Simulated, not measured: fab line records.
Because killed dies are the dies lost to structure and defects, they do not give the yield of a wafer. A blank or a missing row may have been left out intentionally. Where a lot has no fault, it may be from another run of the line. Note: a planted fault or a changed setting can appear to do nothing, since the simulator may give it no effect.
Comparing a struck lot with a sound one | flow n5 finfet | 39 steps out of a route of 1938
Sound: the wafers L673.3, L673.4, L673.6. The struck wafers were L663.2, L663.4, L663.6. The cause comes at the end.
Per side, at each step with rows, come the tool, then ch with its chambers, and then its first start. Under that, the readings that differ: sound wafers | struck wafers | difference of the means | sigmas: that difference in standard deviations of wafers without a fault.
alike: words and numbers the same on both sides, and readings whose means are apart by under 2 such deviations; not compared: readings that were withheld, readings missing a value for some wafer, numbers with overlapping values and no deviation given by the record, and bounds like >300 which may hide the same value.
Wherever a step has rows on one side only, a row that says differs or no value, or a row with sigmas, the two part there. Numbers that have no deviation but don't overlap get no sigmas and don't part them. A reading missing from all wafers of one side parts the sides only when that side holds two or more wafers.

first, 9 steps without rows for these wafers: N5_BEOL_M12_SOFTBAKE_23 (time 60 s); N5_BEOL_M12_EXPOSE_25 (exposes mask M12); N5_BEOL_M12_PEB_26 (peb time 90 s); N5_BEOL_M12_DEVELOP_27 (develop time 45 s); N5_BEOL_M12_HARDBAKE_32 (time 120 s); N5_BEOL_M12_DESCUM_33 (chemistry O2, time 7.9 s); N5_BEOL_M12_ETCH_67 (etches SiARC in CF4, target depth 143 nm, time 238.3 s); N5_BEOL_M12_ETCH_68 (etches SOC in N2/H2, time 285 s); N5_BEOL_M12_STRIP_69 (strips in N2/H2).
N5_BEOL_M12_TRENCH_ETCH_34: etches SiOC in C4F8/O2/Ar, target depth 318.95 nm, time 125.5 s.
  sound on rie diel-03 ch 1,2,3, day 17 04:52; struck on rie diel-01 ch 0,1,2, day 15 02:47
  reading                  | sound             | struck            | difference | sigmas
  model.etch.depth nm (nm) | 330.5 313.5 315.2 | 292.3 283.6 285.8 | -32.5      |
  alike: O2_flow_sccm, drypump motor current A, oes product au, rf vpp V, showerhead plenum p Torr, throttle valve pct
  not compared: rf hours counter h
then, 1 step without rows for these wafers: N5_BEOL_M12_STRIP_70 (strips in C4F8/O2/Ar).
N5_BEOL_M12_OCD_MEAS_35:
  sound: ocd-01 at day 17 05:01; struck: ocd-02 at day 15 02:57
  reading              | sound       | struck      | difference | sigmas
  trench depth nm (nm) | 331 313 315 | 292 284 286 | -32        | -5
then, 11 steps without rows for these wafers: N5_BEOL_M12_STRIP_37 (strips in N2/H2); N5_BEOL_M12_ETCH_38 (etches SiCN in CF4/N2, target depth 68.7 nm, time 73.4 s); N5_BEOL_M12_PRECLEAN_39 (cleans in residue remover, time 60 s); N5_BEOL_M12_SRD_40 (time 30 s, dry time 30 s); N5_BEOL_M12_DEGAS_41 (time 60 s); N5_BEOL_M12_PRE_CLEAN_42 (time 30 s); N5_BEOL_M12_SPUTTER_43 (material TaN, target thk 15 nm, time 24.19 s); N5_BEOL_M12_SPUTTER_44 (material Ta, target thk 10 nm, time 16.13 s); N5_BEOL_M12_SPUTTER_45 (material Cu, target thk 80 nm, time 13.33 s); N5_BEOL_M12_ECD_47 (material Cu, target thk 720 nm); N5_BEOL_M12_ANNEAL_48 (time 90 s).
N5_BEOL_M12_CMP_49: polishes, stops on SiOC, t overpolish 20.6 s, target thk 320 nm.
  sound on cmp-02 ch 1,2,3, day 17 06:52; struck on cmp-04 ch 0,2,3, day 15 04:25
  reading                                 | sound           | struck          | difference | sigmas
  barrier field endpoint s (s)            | 32.6 32.3 32.8  | 29.9 30.0 31.0  | -2.3       | -3
  model.Cu_of_BEOL_M12_ECD_47.thk nm (nm) | 332.2 316 317.2 | 294.2 283 286.2 | -34.0      |
  alike: motor current A, overpolish run s
N5_BEOL_M12_THK_MEAS_50: measures by xrf.
  sound: film metro-01 at day 17 07:10; struck: film metro-02 at day 15 04:38
  reading      | sound       | struck      | difference | sigmas
  M12_THK (nm) | 335 319 321 | 298 287 290 | -33        | -5
then, 2 steps without rows for these wafers: N5_BEOL_M12_PRE_CLEAN_52 (time 15 s); N5_BEOL_M12_DEP_53 (deposits SiCN from 3MS/NH3, target thk 30 nm, time 10.5 s).
N5_BEOL_M12_RS_MEAS_54: measures by four-point-probe.
  sound: film metro-01 at day 17 07:17; struck: film metro-02 at day 15 04:47
  reading         | sound                | struck               | difference | sigmas
  M12_RS (ohm/sq) | 0.0577 0.0607 0.0606 | 0.0655 0.0682 0.0674 | +0.0074    | +6
then, 9 steps without rows for these wafers: N5_BEOL_M13_ILD_DEP_00 (deposits SiOC from DEMS/O2, target thk 837.92 nm, time 166.4 s); N5_BEOL_M13_COAT_58 (time 60 s, resist thk 89 nm); N5_BEOL_M13_COAT_04 (resist thk 400 nm); N5_BEOL_M13_EBR_06; N5_BEOL_M13_SOFTBAKE_05 (time 60 s); N5_BEOL_M13_EXPOSE_07 (exposes mask V12); N5_BEOL_M13_PEB_08 (peb time 90 s); N5_BEOL_M13_DEVELOP_09 (develop time 45 s); N5_BEOL_M13_HARDBAKE_14 (time 120 s).
N5_BEOL_M15_RC_MEAS_101:
  sound on prober-01 ch 0, day 17 22:31; struck on prober-01 ch 0, day 15 20:50
  reading          | sound          | struck         | difference | sigmas
  SERP_M5 (ohm/um) | 43.2 41.0 41.8 | 36.0 34.6 37.6 | -5.9       | -3
  SERP_M8 (ohm/um) | 13.5 13.6 13.8 | 15.0 15.4 15.0 | +1.5       | +2
  alike: COMB_M10, COMB_M11, COMB_M12, COMB_M13, COMB_M14, COMB_M15, COMB_M5, COMB_M6, COMB_M6_max_site, COMB_M7, COMB_M8, COMB_M9, SERP_M10, SERP_M11, SERP_M13, SERP_M14, SERP_M6, SERP_M7, SERP_M9
N5_PASSIVATION_PROBE_49:
  sound wafers here have rows in the record (prober-02, day 18 11:29); struck ones have none

## WHERE THEY PART
Earliest at N5_BEOL_M12_OCD_MEAS_35; latest, in this record, at N5_PASSIVATION_PROBE_49.

WHY: whatever the simulator had introduced
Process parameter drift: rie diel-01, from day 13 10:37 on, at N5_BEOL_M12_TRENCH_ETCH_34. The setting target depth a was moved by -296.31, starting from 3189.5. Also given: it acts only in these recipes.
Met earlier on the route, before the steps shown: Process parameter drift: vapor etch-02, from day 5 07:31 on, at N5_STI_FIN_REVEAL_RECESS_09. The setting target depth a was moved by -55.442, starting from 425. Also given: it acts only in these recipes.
